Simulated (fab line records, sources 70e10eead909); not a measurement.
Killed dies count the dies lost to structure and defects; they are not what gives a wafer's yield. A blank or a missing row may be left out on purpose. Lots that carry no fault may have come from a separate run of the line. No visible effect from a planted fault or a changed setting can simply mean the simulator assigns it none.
Struck lot and sound lot, side by side :: flow nand_harc :: 39 out of 1159 route steps
Sound: these wafers, L466.1, L466.2, L466.3. Wafers struck: L471.3, L471.5, L471.6. The cause is given at the end.
For every step that has rows: the tool of each side, followed by ch and its chambers, followed by its first start. Under that, the readings that differ: sound wafers :: struck wafers :: difference of the means :: sigmas: that difference in standard deviations of wafers without a fault.
alike: same words and numbers on both sides, and readings whose means sit less than 2 such deviations apart. not compared: any withheld reading, any reading some wafer has no value for, any bound like >300 that may hide the same value, and any number with overlapping values for which the record gives no deviation.
Wherever a step has rows on one side only, a row that says differs or no value, or a row with sigmas, the two part there. Non-overlapping numbers with no deviation appear without sigmas and do not part them. Lack of a reading on every wafer of one side parts them only where that side has two or more wafers.

first, 12 steps without rows for these wafers: NHARC_A_STAIRCASE_STRIP_254 (strips in O2); NHARC_A_STAIRCASE_STRIP_255 (strips in SPM, time 900 s); NHARC_A_STAIRCASE_PRECLEAN_256 (cleans in SC1); NHARC_A_STAIRCASE_SRD_257; NHARC_A_STAIRCASE_HM_DEP_456 (deposits aC, target thk 1500 nm); NHARC_A_STAIRCASE_DEP_259 (deposits SiON, target thk 30 nm); NHARC_A_STAIRCASE_DEHYDRATE_281 (time 120 s); NHARC_A_STAIRCASE_HMDS_282 (time 30 s); NHARC_A_STAIRCASE_COAT_283; NHARC_A_STAIRCASE_SOFTBAKE_284 (time 170 s); NHARC_A_STAIRCASE_EBR_285; NHARC_A_STAIRCASE_EXPOSE_286 (exposes mask CHOP 100).
NHARC_A_STAIRCASE_PEB_287: peb time 130 s.
  struck on litho_track-07, day 14 21:57; sound on litho_track-05 ch 0, day 12 18:26
  no value came back on the struck wafers for chill_plate_temp_C (C), exhaust_pa (Pa), heater_power_total_W (W); on the sound wafers chill_plate_temp_C (C) reads 22.87 22.97 22.89
then, 3 steps without rows for these wafers: NHARC_A_STAIRCASE_DEVELOP_288 (time 140 s); NHARC_A_STAIRCASE_HARDBAKE_290 (time 140 s); NHARC_A_STAIRCASE_DESCUM_291 (chemistry O2, time 3 s).
NHARC_A_STAIRCASE_ETCH_292: etches the open film in CF4/CHF3.
  sound on rie_diel-04 ch 0,2,3, day 12 18:50; struck on rie_diel-04 ch 0,1,3, day 14 22:31
  alike: drypump_motor_current_A, oes_product_au, rf_fwd_power_W, rf_vpp_V, showerhead_plenum_p_Torr, throttle_valve_pct
  not compared: rf_hours_counter_h
NHARC_A_STAIRCASE_HM_OPEN_460: chemistry O2/COS.
  sound on rie_diel-04 ch 0,1,2; struck on rie_diel-04 ch 0,1
  alike: drypump_motor_current_A, oes_product_au, rf_fwd_power_W, rf_vpp_V, showerhead_plenum_p_Torr, throttle_valve_pct
  not compared: rf_hours_counter_h
then, 1 step without rows for these wafers: NHARC_A_STAIRCASE_STRIP_461 (strips in O2/COS).
NHARC_A_STAIRCASE_ETCH_452: etches the open film in CF4/O2, target depth 30 nm, overetch 3 nm, time 16.5 s.
  sound on rie_diel-04 ch 0,2,3; struck on rie_diel-04 ch 2,3
  alike: drypump_motor_current_A, oes_ar_750_au, oes_product_au, rf_fwd_power_W, rf_vpp_V, showerhead_plenum_p_Torr, throttle_valve_pct
  not compared: rf_hours_counter_h
then, 5 steps without rows for these wafers: NHARC_A_STAIRCASE_ETCH_294 (etches the open film in C4F8/O2/Ar, target depth 4992 nm, time 1212.4 s); NHARC_A_STAIRCASE_STRIP_295 (strips in O2); NHARC_A_STAIRCASE_STRIP_296 (strips in SPM, time 900 s); NHARC_A_STAIRCASE_PRECLEAN_297 (cleans in SC1); NHARC_A_STAIRCASE_SRD_298.
NHARC_A_STAIRCASE_HM_DEP_462: deposits aC, target thk 800 nm.
  sound on acl_dep-02 ch 0, day 12 21:04; struck on acl_dep-03 ch 0, day 15 02:19
  alike: throttle_valve_pct
NHARC_A_STAIRCASE_DEP_301: deposits SiON, target thk 30 nm.
  sound on pecvd-02 ch 0,1,2, day 12 23:05; struck on pecvd-03 ch 0,1,2, day 15 03:38
  alike: heater_power_w, rf_fwd_power_W, showerhead_vpp_V
then, 12 steps without rows for these wafers: NHARC_A_STAIRCASE_DEHYDRATE_302 (time 120 s); NHARC_A_STAIRCASE_HMDS_303 (time 30 s); NHARC_A_STAIRCASE_COAT_304; NHARC_A_STAIRCASE_SOFTBAKE_305 (time 170 s); NHARC_A_STAIRCASE_EBR_306; NHARC_A_STAIRCASE_EXPOSE_307 (exposes mask CHOP 50); NHARC_A_STAIRCASE_PEB_308 (peb time 130 s); NHARC_A_STAIRCASE_DEVELOP_309 (time 140 s); NHARC_A_STAIRCASE_HARDBAKE_311 (time 140 s); NHARC_A_STAIRCASE_DESCUM_312 (chemistry O2, time 3 s); NHARC_A_STAIRCASE_ETCH_313 (etches the open film in CF4/CHF3); NHARC_A_STAIRCASE_HM_OPEN_463 (chemistry O2/COS).

== WHERE THEY PART ==
Within this record, at NHARC_A_STAIRCASE_PEB_287 only. Later steps at which nothing parts them and some readings are alike: NHARC_A_STAIRCASE_ETCH_292, NHARC_A_STAIRCASE_HM_OPEN_460, NHARC_A_STAIRCASE_ETCH_452, NHARC_A_STAIRCASE_HM_DEP_462, NHARC_A_STAIRCASE_DEP_301.

WHY: whatever the simulator had introduced
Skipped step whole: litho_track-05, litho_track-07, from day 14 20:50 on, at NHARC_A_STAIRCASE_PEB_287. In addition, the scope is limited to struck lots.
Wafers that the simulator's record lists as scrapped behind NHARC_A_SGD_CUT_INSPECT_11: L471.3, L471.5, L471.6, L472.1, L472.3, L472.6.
